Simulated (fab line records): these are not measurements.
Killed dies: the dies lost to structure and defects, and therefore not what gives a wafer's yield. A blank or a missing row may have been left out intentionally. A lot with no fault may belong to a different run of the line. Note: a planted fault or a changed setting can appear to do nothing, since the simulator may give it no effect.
Matching of chambers    flow n5Finfet    rieDiel-04 running N5_HKMG_FIN_STRIP_57: 4 sister chambers
The step strips in CF4. 4 wafers are shown with their chamber, then 12 later ones without.

WAFERS PAIRED WITH THEIR CHAMBERS
wafer   chamber  drypumpMotorCurrentA (A)
L082.5  1        6.2
L092.1  3        5.6
L092.2  2        5.6
L092.3  0        5.5

WAFERS WHOSE CHAMBER IS MISSING
wafer   drypumpMotorCurrentA (A)
L094.1  5.7
L094.2  5.5
L094.3  5.6
L094.4  6.2
L094.5  5.5
L094.6  6.2
L096.1  5.6
L096.2  5.5
L096.3  6.2
L096.4  5.7
L096.5  6.2
L096.6  5.6

WHICH CHAMBER EACH WENT THROUGH
wafer   from the rows above      in truth
L094.1  can't be placed: 2 or 3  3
L094.2  0                        0
L094.3  can't be placed: 2 or 3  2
L094.4  1                        1
L094.5  0                        0
L094.6  1                        1
L096.1  can't be placed: 2 or 3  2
L096.2  0                        0
L096.3  1                        1
L096.4  can't be placed: 2 or 3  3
L096.5  1                        1
L096.6  can't be placed: 2 or 3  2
7 of 12 placed correctly. Cannot be placed on the basis of these rows: 5; the candidates contain the true chamber in 5. Placed wrongly: 0.
How it was worked out, from the rows above alone: a wafer's distance from a chamber is the root of the sum, over the readings, of the square of ((its reading less the chamber's mean) divided by the reading's scatter). The wafer belongs to the nearest chamber; if the next one is less than 2 further off, it can't be placed. The mean given for a chamber averages the wafers shown for that chamber. The scatter: root of mean squared gap, hidden wafer to nearest shown wafer, with one shown wafer a chamber.
